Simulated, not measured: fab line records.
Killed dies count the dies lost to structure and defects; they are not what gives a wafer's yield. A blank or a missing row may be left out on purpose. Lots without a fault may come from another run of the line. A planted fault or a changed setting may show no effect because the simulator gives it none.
fab line records	flow n5-finfet
[record] lots = 6	wafers = 18	last-day = 18
route steps=1938 shown HKMG_FIN@450 BEOL_M4@1111 PASSIVATION@1936
lots that met no fault: from a run of the same line without faults
start-h: hours from the record's first day to the start of the lot's first wafer shown	wait-h: hours since the lot's step before	" identical to the entry in the row above	L1.1+2: a single row standing in for several wafers	- no value, or no start given	* or withheld: withheld	< > ~ a bound
route shown NAME@n: NAME is a module with steps in the file, n the number in the route of the first one	usual: average and standard deviation across the fault-free wafers	same: alike in all rows	chamber/n: place in a boat	sites: per-site readings	_std_site: the standard deviation of these	_edge_site: mean of outer sites minus mean of inner sites	radius-mm: for every site, how far away it sits from the centre of the wafer	mask NAME#n: copy n	behind: the last tool/chamber to shape the wafer	hold: the reason the lot was held/the length of the hold in hours/how it ended	device: which transistor (n, p or np) failed to switch	end of line: at the end of the route, the tests of the same wafers	a step given without rows: its recipe and nothing more	killed: count of dies lost to structure and defects at first sort (not the wafer's yield)	map: shows each die of a wafer: x if killed, . if not, _ if none is there
set.NAME: setting as actually run; set.NAME@STEP: the setting as run at that earlier step	model.NAME: the simulator's own value behind a step, which no gauge read
lots at selected steps of the route; one table per step, one row per wafer
services: a tool's chamber out of use, with start hour (start-h, from the record's first day; less than 0 if before it), hours out, and reason
[[steps]]
[step N5_HKMG_FIN_COAT_66]
[recipe] resist = SOC	temp-c = 250	time-s = 60	spin-rpm = 1500	resist-thk-nm = 300
[step N5_HKMG_FIN_ETCH_67]
[recipe] chemistry = N2/H2	target = SOC	target-depth-a = 3889	stop-on = TiN	ion-energy-ev = 100	bias-w = 61	pressure-mtorr = 30	source-w = 850	n2-flow-sccm = 200	h2-flow-sccm = 200
[usual] drypump-motor-current-A = 5.6/0.45	oes-product-au = 0.79/0.089	rf-vpp-V = 240.9/1.2	showerhead-plenum-p-Torr = 2.56/0.072	throttle-valve-pct = 17.67/0.23
lot.wafer	tool	chamber	start-h	wait-h	drypump-motor-current-A	oes-product-au	rf-hours-counter-h	rf-vpp-V	showerhead-plenum-p-Torr	throttle-valve-pct
L623.1	rie-diel-02	2	84.04	-	6.2	0.66	247	239.8	2.51	17.73
L623.2	"	1	"	"	5.4	0.84	43	239.9	2.48	17.39
L623.6	"	1	"	"	5.4	0.85	-	240.9	2.48	17.39
L626.2	rie-diel-01	0	103.78	-	5.6	0.74	148	240.0	2.65	17.61
L626.5	"	0	"	"	5.6	0.74	-	241.7	2.65	17.61
L626.6	"	1	"	"	5.5	0.67	-	241.3	2.60	17.59
L635.1	rie-diel-02	3	158.63	-	6.1	0.70	189	241.6	2.50	17.84
L635.2	"	1	"	"	5.4	0.83	71	240.5	2.47	17.46
L635.6	"	0	"	"	6.2	0.93	-	240.0	2.48	17.78
L637.1	rie-diel-04	2	167.03	-	5.0	0.85	47	242.7	2.60	17.71
L637.3	"	3	"	"	5.6	0.69	243	241.8	2.61	18.03
L637.4	"	2	"	"	5.0	0.84	-	239.4	2.60	17.69
L641.2	rie-diel-01	1	194.51	-	5.5	0.90	15	242.2	2.59	17.26
L641.3	"	3	"	"	4.8	0.77	100	240.0	2.56	17.54
L641.6	"	0	"	"	5.7	0.71	-	242.1	2.64	17.68
L644.2	rie-diel-04	3	210.25	-	5.6	0.98	3	241.3	2.61	17.63
L644.4	"	2	"	"	5.0	0.81	66	241.5	2.59	17.73
L644.6	"	2	"	"	5.0	0.81	-	242.2	2.59	17.71
[step N5_HKMG_FIN_STRIP_90]
[recipe] chemistry = N2/H2	material = SOC	time-s = 20	power-w = 500	temp-c = 40	pressure-mtorr = 50	rf-frequency-hz = 6e+07	bias-power-w = 8	h2-frac = 0.5	n2-flow-sccm = 300	h2-flow-sccm = 300
[usual] bias-power-w = 8.000/0.02	drypump-motor-current-A = 5.6/0.45	oes-product-au = 0.80/0.093	rf-vpp-V = 54.2/0.87	showerhead-plenum-p-Torr = 3.38/0.092	temp-c = 40.01/0.11	throttle-valve-pct = 18.96/0.29
[same] time-s = 20
lot.wafer	tool	chamber	start-h	wait-h	bias-power-w	drypump-motor-current-A	oes-product-au	rf-hours-counter-h	rf-vpp-V	showerhead-plenum-p-Torr	temp-c	throttle-valve-pct
L623.1	rie-diel-02	2	84.10	0.0	8.020	6.1	0.65	248	55.3	3.31	40.04	18.92
L623.2	"	1	"	"	8.012	5.4	0.85	43	54.2	3.28	39.90	19.11
L623.6	"	1	"	"	8.012	5.4	0.86	-	53.7	3.28	39.94	19.12
L626.2	rie-diel-01	0	103.84	0.0	8.018	5.7	0.74	148	54.4	3.50	40.28	18.52
L626.5	"	0	"	"	8.010	5.7	0.73	-	54.6	3.50	40.14	18.50
L626.6	"	1	"	"	8.016	5.5	0.66	-	55.9	3.43	40.05	19.16
L635.1	rie-diel-02	3	158.69	0.0	8.007	6.1	0.70	189	54.9	3.31	40.09	19.01
L635.2	"	1	"	"	7.975	5.4	0.81	72	55.4	3.27	40.04	19.17
L635.6	"	0	"	"	7.998	6.2	0.96	-	54.0	3.27	40.04	18.93
L637.1	rie-diel-04	2	167.09	0.0	7.982	5.0	0.85	47	54.1	3.43	40.03	19.53
L637.3	"	3	"	"	8.050	5.6	0.71	243	53.5	3.44	40.05	19.13
L637.4	"	2	"	"	7.998	5.0	0.85	-	53.6	3.43	39.99	19.54
L641.2	rie-diel-01	1	194.57	0.0	7.980	5.6	0.89	15	54.0	3.42	40.04	18.89
L641.3	"	3	"	"	7.968	4.8	0.79	100	53.0	3.39	39.97	19.05
L641.6	"	0	"	"	8.012	5.7	0.71	-	53.9	3.48	40.13	18.57
L644.2	rie-diel-04	3	210.31	0.0	7.978	5.6	1.04	3	55.0	3.44	40.06	18.75
L644.4	"	2	"	"	7.971	5.0	0.83	66	53.2	3.42	39.96	19.55
L644.6	"	2	"	"	7.974	5.0	0.83	-	54.6	3.42	40.11	19.53
[step N5_HKMG_FIN_WET_ETCH_73]
[recipe] chemistry = SC1	mix = 1:2:40	temp-c = 50	time-s = 42.3	target-depth-nm = 1.3	dry = ipa-marangoni	rinse-time-s = 30	rinse-temp-c = 23
[step N5_HKMG_FIN_ETCHBACK_68]
[recipe] chemistry = Cl2/Ar	stop-on = HfO2	target-depth-a = 5	pressure-mtorr = 10	icp-w = 600	bias-w = 60	Cl2_flow_sccm = 40	Ar_flow_sccm = 60
[step N5_HKMG_FIN_STRIP_69]
[recipe] chemistry = N2/H2	power-w = 2500	temp-c = 300	h2-frac = 0.65	time-s = 360	pressure-mtorr = withheld	n2-flow-sccm = 1750	h2-flow-sccm = 3250
[usual] drypump-motor-current-A = 6.0/0.58	heater-power-w = 460/20	temp-c = 299.99/0.2
[same] time-s = 360
lot.wafer	tool	chamber	start-h	wait-h	drypump-motor-current-A	heater-power-w	rf-hours-counter-h	temp-c
L623.1	plasma-asher-02	1	84.41	0.1	6.5	438	30	300.35
L623.2	"	0	"	"	5.1	483	30	299.68
L623.6	"	0	"	"	5.1	467	-	300.02
L626.2	plasma-asher-01	0	104.22	0.2	6.4	482	112	300.04
L626.5	"	1	"	"	6.1	455	-	299.98
L626.6	"	0	"	"	6.4	493	-	300.06
L635.1	plasma-asher-02	1	159.00	0.1	6.5	427	45	299.99
L635.2	"	0	"	"	5.0	467	45	299.95
L635.6	"	1	"	"	6.5	435	-	300.30
L637.1	plasma-asher-01	0	167.39	0.1	6.4	479	124	300.09
L637.3	"	1	"	"	6.1	474	-	300.30
L637.4	"	0	"	"	6.4	482	-	300.02
L641.2	plasma-asher-01	0	194.87	0.1	6.4	480	129	299.71
L641.3	"	1	"	"	6.1	460	-	300.23
L641.6	"	1	"	"	6.1	452	-	300.06
L644.2	plasma-asher-02	1	210.64	0.1	6.5	433	55	300.10
L644.4	"	1	"	"	6.5	435	-	299.65
L644.6	"	1	"	"	6.5	437	-	299.88
[step N5_HKMG_FIN_ALD_21]
[recipe] material = TiN	target-thk-a = 15	temp-c = 400	ald-precursor-family = TiCl4	ald-co-reactant = NH3	pulse-time-s = 1	purge-time-s = 3	co-reactant-purge-time-s = 2	co-reactant-pulse-time-s = 2	ald-cycles = 68	pressure-torr = 3
[usual] heater-power-w = 894/67	precursor-pulse-height-rel = 1.000/0.02	susceptor-temp-C = 400.01/0.21
lot.wafer	tool	chamber	start-h	wait-h	heater-power-w	precursor-pulse-height-rel	susceptor-temp-C
L623.1	ald-metal-02	1	84.79	0.3	897	0.982	400.14
L623.2	"	2	"	"	1011	1.008	399.98
L623.6	"	3	"	"	844	0.993	399.90
L626.2	ald-metal-01	1	104.60	0.3	933	1.020	400.29
L626.5	"	2	"	"	886	1.015	400.10
L626.6	"	3	"	"	853	0.992	399.83
L635.1	ald-metal-03	2	159.39	0.3	891	1.021	400.08
L635.2	"	1	"	"	921	1.008	400.07
L635.6	"	2	"	"	927	1.024	399.96
L637.1	ald-metal-02	0	167.77	0.3	733	1.007	399.52
L637.3	"	2	"	"	1008	0.983	400.07
L637.4	"	3	"	"	854	0.988	399.65
L641.2	ald-metal-01	3	195.25	0.3	895	1.023	400.25
L641.3	"	0	"	"	889	0.984	399.86
L641.6	"	0	"	"	899	1.037	399.94
L644.2	ald-metal-01	3	211.02	0.3	858	1.025	399.48
L644.4	"	0	"	"	898	0.970	400.29
L644.6	"	0	"	"	897	0.984	400.26
[step N5_HKMG_FIN_ALD_72]
[recipe] material = W	target-thk-a = 20	temp-c = 300	pressure-torr = 7.5	ald-precursor-family = WF6	ald-co-reactant = B2H6	pulse-time-s = 1	purge-time-s = 2	co-reactant-purge-time-s = 2	co-reactant-pulse-time-s = 3	ald-cycles = 7
[step N5_HKMG_FIN_W_FILL_22]
[recipe] material = W	target-thk-a = 600	temp-c = 400	pressure-torr = 39.4	time-s = 18.2
[step N5_HKMG_FIN_PRECLEAN_83]
[recipe] chemistry = DIW	time-s = 57.5	temp-c = 23
[step N5_HKMG_FIN_SRD_84]
[recipe] dry-time-s = 32	dry = n2-spin	spin-rpm = 1500
[step N5_HKMG_FIN_CMP_23]
[recipe] stop-on = SiNx	t-overpolish-s = 10	post-cmp-clean = rinse-only	down-force-psi = 4	platen-rpm = 50.289	pad-velocity-m-s = 1.0006	target-thk-nm = 46.326
[usual] head-pressure-psi = 4.000/0.0084	motor-current-A = 12.5/1.7	overpolish-run-s = 9.999/0.013	retaining-ring-pressure-frac = 1.000/0.0054	time-to-endpoint-s = 11.6/2.7
lot.wafer	tool	chamber	start-h	wait-h	head-pressure-psi	motor-current-A	overpolish-run-s	retaining-ring-pressure-frac	time-to-endpoint-s
L623.1	cmp-02	2	85.32	0.0	3.988	10.1	9.997	1.000	11.5
L623.2	"	3	"	"	3.998	12.5	10.000	1.004	11.1
L623.6	"	2	"	"	3.999	9.9	9.999	1.000	12.6
L626.2	cmp-03	3	105.39	0.3	4.009	10.0	9.998	0.997	14.7
L626.6	"	0	"	"	4.014	11.2	10.003	1.000	9.5
L626.5	"	1	"	"	3.990	12.8	10.001	0.995	16.0
L635.1	cmp-03	2	159.92	0.0	3.999	11.7	10.005	0.996	7.3
L635.2	"	3	"	"	4.005	10.0	9.993	1.001	9.8
L635.6	"	3	"	"	4.009	9.8	9.989	0.995	12.0
L637.4	cmp-03	1	168.39	0.1	3.997	13.3	9.996	1.010	13.0
L637.1	"	2	"	"	3.992	11.5	9.995	0.998	8.2
L637.3	"	3	"	"	3.994	10.0	10.010	0.996	12.3
L641.3	cmp-01	0	195.86	0.1	4.002	12.4	9.992	1.000	11.7
L641.2	"	1	"	"	3.998	13.0	9.989	1.007	8.8
L641.6	"	3	"	"	4.008	14.6	9.988	0.992	14.0
L644.4	cmp-01	2	211.71	0.2	3.999	13.4	10.006	1.006	13.3
L644.2	"	3	"	"	3.995	15.3	9.996	0.998	15.6
L644.6	"	1	"	"	4.006	13.4	9.976	0.998	10.6
[step N5_HKMG_FIN_CMP_94]
[recipe] stop-on = SiNx	post-cmp-clean = w-dilute-nh4oh	t-overpolish-s = 4.7	down-force-psi = 4	platen-rpm = 50.289	pad-velocity-m-s = 1.0006	target-thk-nm = 43.299
[usual] head-pressure-psi = 4.000/0.0088	motor-current-A = 12.5/1.7	retaining-ring-pressure-frac = 0.999/0.0048
lot.wafer	tool	chamber	start-h	wait-h	head-pressure-psi	motor-current-A	retaining-ring-pressure-frac
L623.1	cmp-02	2	85.80	0.4	3.996	10.1	1.001
L623.2	"	3	"	"	3.985	12.0	1.006
L623.6	"	2	"	"	3.999	10.1	1.003
L626.2	cmp-03	3	105.72	0.2	3.999	9.8	1.006
L626.6	"	0	"	"	4.010	11.1	0.999
L626.5	"	1	"	"	3.993	12.7	1.007
L635.1	cmp-03	2	160.40	0.4	3.793	11.8	0.990
L635.2	"	3	"	"	3.797	9.5	1.002
L635.6	"	3	"	"	3.804	9.9	1.002
L637.4	cmp-03	1	168.82	0.3	3.807	12.7	1.004
L637.1	"	2	"	"	3.798	11.7	1.002
L637.3	"	3	"	"	3.803	10.4	0.993
L641.3	cmp-01	0	196.29	0.3	4.016	12.6	1.001
L641.2	"	1	"	"	4.003	12.2	0.992
L641.6	"	3	"	"	3.994	15.4	0.997
L644.4	cmp-01	2	212.14	0.3	4.013	14.9	0.997
L644.2	"	3	"	"	4.002	16.7	0.990
L644.6	"	1	"	"	4.013	12.8	0.993
[step N5_BEOL_M4_RC_MEAS_101]
[usual] DIBL_N = 36.2/2.2	DIBL_P = 36.5/3	IOFF_N = 0.16/0.039	IOFF_P = 0.22/0.047	ION_N = 675/15	ION_P = 463/10	SS_N = 71.6/0.71	SS_P = 73.4/0.94	VT_N = 250/3.6	VT_P = -250/3.9
lot.wafer	tool	chamber	start-h	wait-h	DIBL_N[mV/V]	DIBL_P[mV/V]	IOFF_N[nA/um]	IOFF_P[nA/um]	ION_N[uA/um]	ION_P[uA/um]	SS_N[mV/dec]	SS_P[mV/dec]	VT_N[mV]	VT_P[mV]
L623.1	prober-01	0	167.22	0.0	34.5	30.9	0.11	0.14	655	447	71.3	71.7	256	-256
L623.2	"	0	"	"	37.6	36.6	0.17	0.23	677	464	72.7	73.5	249	-249
L623.6	"	0	"	"	38.1	35.8	0.18	0.22	679	456	72.9	73.6	248	-250
L626.2	prober-02	0	194.75	0.2	37.3	39.2	0.17	0.25	662	452	71.9	74.2	250	-248
L626.5	"	0	"	"	29.9	29.1	0.08	0.12	635	442	69.9	71.4	262	-256
L626.6	"	0	"	"	37.4	39.7	0.18	0.26	669	463	71.4	73.7	249	-245
L635.1	prober-02	0	256.35	0.0	35.2	33.2	0.12	0.15	659	448	70.9	71.6	254	-255
L635.2	"	0	"	"	36.1	34.5	0.13	0.16	677	460	71.1	72.7	254	-257
L635.6	"	0	"	"	36.9	36.0	0.14	0.18	680	466	71.4	73.3	253	-253
L637.1	prober-01	0	274.10	0.0	37.9	35.5	0.14	0.19	659	453	71.6	74.8	253	-252
L637.3	"	0	"	"	34.2	31.7	0.10	0.14	668	456	70.4	73.0	256	-254
L637.4	"	0	"	"	39.0	37.4	0.17	0.22	673	453	72.1	74.3	249	-251
L641.2	prober-02	0	289.77	0.2	34.5	34.9	0.15	0.23	695	480	71.0	72.4	246	-243
L641.3	"	0	"	"	35.0	35.5	0.16	0.24	670	475	71.6	73.1	247	-246
L641.6	"	0	"	"	32.6	32.1	0.12	0.19	646	457	70.8	72.4	252	-247
L644.2	prober-02	0	317.39	0.2	36.9	35.4	0.16	0.19	691	472	70.5	73.5	251	-252
L644.4	"	0	"	"	36.2	34.3	0.13	0.17	653	449	72.0	73.8	252	-253
L644.6	"	0	"	"	39.9	39.3	0.20	0.25	684	471	72.5	74.0	248	-251
[step N5_PASSIVATION_PROBE_49]
[usual] defect-limited-yield = 91.5/1.5	killed_at_M0_to_M3 = 32/10	killed_at_M4_up = 13/4.9	killed-at-contacts = 13/6.1	killed-at-front-end = 38/11	killed-at-other = 3/3.2	killed-dies = 101/18	killed-open = 66/13	killed-short = 32/8.3	sort_bin_5_function = 5.0/1	sort_bin_6_memory = 3.2/0.74	sort_bin_8_speed = 0.1/1.1	sort-n-pass = 1078/22	sort-yield-pct = 91.3/1.9
[same] gross-dies = 1180	killed-at-back-side = 0	sort_bin_4_leakage[%] = 0
lot.wafer	tool	chamber	start-h	wait-h	defect-limited-yield[%]	killed_at_M0_to_M3	killed_at_M4_up	killed-at-contacts	killed-at-front-end	killed-at-other	killed-dies	killed-open	killed-short	sort_bin_5_function[%]	sort_bin_6_memory[%]	sort_bin_8_speed[%]	sort-n-pass	sort-yield-pct[%]
L623.1	prober-01	-	268.79	0.0	92.6	18	16	3	47	3	87	46	27	4.4	2.1	0	1093	92.6
L623.2	prober-01	-	268.84	0.1	92.3	31	7	17	36	0	91	61	29	4.6	3.0	0	1089	92.3
L623.6	prober-01	-	269.04	0.3	93.1	17	14	15	33	3	82	58	22	3.6	3.2	0	1098	93.1
L626.2	prober-01	-	300.47	0.1	91.3	40	17	10	32	4	103	74	24	5.6	2.9	0	1077	91.3
L626.5	prober-01	-	300.62	0.2	89.7	33	17	18	51	3	122	88	30	6.6	3.5	0.4	1053	89.2
L626.6	prober-01	-	300.67	0.3	90.3	37	15	10	51	1	114	79	31	5.6	4.0	0	1066	90.3
L635.2	prober-02	-	361.20	0.1	91.1	33	15	14	43	0	105	65	30	5.3	2.8	0	1075	91.1
// killed by level:class
L623.1 FIN_SAQP:geometric-particle:short=11 STI_FIN_REVEAL:geometric-particle:open=10 BEOL_M0_SAQP:geometric-particle:open=9 HKMG_FIN:area-etch=9 BEOL_M4:geometric-particle:open=8 BEOL_M0_SAQP:geometric-particle:short=6 BEOL_M7:geometric-particle:open=3 STARTING-WAFER:geometric-particle:open=3
L623.2 MOL_CONTACT_COAG:geometric-particle:open=11 FIN_SAQP:geometric-particle:open=10 BEOL_M0_SAQP:geometric-particle:short=9 FIN_SAQP:geometric-particle:short=8 BEOL_M0_SAQP:geometric-particle:open=8 BEOL_M3:geometric-particle:open=5 MOL_CONTACT_COAG:geometric-particle:short=5 STI_FIN_REVEAL:geometric-particle:open=4
L623.6 FIN_SAQP:geometric-particle:open=12 BEOL_M4:geometric-particle:open=10 MOL_CONTACT_COAG:geometric-particle:open=10 BEOL_M0_SAQP:geometric-particle:short=5 BEOL_M0_SAQP:geometric-particle:open=5 STI_FIN_REVEAL:geometric-particle:open=4 MOL_CONTACT_COAG:geometric-particle:short=4 STARTING-WAFER:geometric-particle:open=4
L626.2 FIN_SAQP:geometric-particle:open=9 MOL_CONTACT_COAG:geometric-particle:open=9 BEOL_M0_SAQP:geometric-particle:open=8 BEOL_M4:geometric-particle:open=8 BEOL_M1:geometric-particle:open=7 BEOL_M3:geometric-particle:open=7 STI_FIN_REVEAL:geometric-particle:open=5 BEOL_M2:geometric-particle:open=5
L626.5 MOL_CONTACT_COAG:geometric-particle:open=16 FIN_SAQP:geometric-particle:open=13 BEOL_M4:geometric-particle:open=12 BEOL_M2:geometric-particle:open=11 STI_FIN_REVEAL:geometric-particle:open=10 FIN_SAQP:geometric-particle:short=7 GATE_CUT:geometric-particle:open=5 BEOL_M0_SAQP:geometric-particle:open=5
L626.6 STI_FIN_REVEAL:geometric-particle:open=15 DUMMY_GATE:geometric-particle:open=9 BEOL_M3:geometric-particle:open=8 BEOL_M2:geometric-particle:open=7 BEOL_M1:geometric-particle:open=7 BEOL_M4:geometric-particle:open=7 FIN_SAQP:geometric-particle:short=6 MOL_CONTACT_COAG:geometric-particle:open=6
L635.2 FIN_SAQP:geometric-particle:short=13 MOL_CONTACT_COAG:geometric-particle:open=11 BEOL_M0_SAQP:geometric-particle:open=10 HKMG_FIN:area-etch=8 FIN_SAQP:geometric-particle:open=7 BEOL_M3:geometric-particle:open=6 STI_FIN_REVEAL:geometric-particle:open=5 BEOL_M1:geometric-particle:open=5
[[services]]
tool	chamber	start-h	hours	kind
ald-metal-02	1	67.20	6.1	repair
ald-metal-01	-	71.43	2.8	pm
ald-metal-01	3	74.59	4.7	repair
rie-diel-01	2	80.94	-	clean
rie-diel-01	2	80.94	-	consumable-replace:focus-ring
rie-diel-01	2	80.94	28.7	scheduled-down
rie-diel-01	2	80.94	28.7	vent-cycle
rie-diel-04	2	84.75	13.7	repair
rie-diel-02	2	93.10	-	clean
cmp-02	-	105.34	8.4	pm
cmp-01	-	110.09	5.6	pm
rie-diel-01	0	114.92	6.0	repair
cmp-02	-	120.21	4.8	pm
cmp-02	-	125.63	1.4	repair
ald-metal-03	0	129.53	9.1	repair
cmp-01	-	135.99	0.7	repair
ald-metal-03	1	143.57	3.7	repair
ald-metal-02	-	148.91	8.7	pm
plasma-asher-01	-	149.55	4.3	pm
cmp-02	-	152.67	0.9	repair
rie-diel-04	1	173.76	7.8	repair
plasma-asher-02	-	181.89	0.8	repair
ald-metal-01	-	188.19	2.3	repair
cmp-03	-	198.74	14.5	pm
[[key]]
[first-sign] step = N5_HKMG_FIN_CMP_94	reading = head-pressure-psi	direction = down	sigmas = 23	usual = 4.000	struck = 3.800
effect none on later readings
met-at N5_HKMG_FIN_CMP_94
struck-wafers L635.1,L635.2,L635.6,L637.1,L637.3,L637.4
onset-between 105.72 160.40
[fault] kind = process-parameter-drift	tool = cmp-03	chamber = -	onset-h = 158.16	steps = N5_HKMG_FIN_CMP_94	channel = down-force-psi	offset = -0.20336	shape = step	end-h = 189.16	acts-in = these-recipes-only	stated = 4
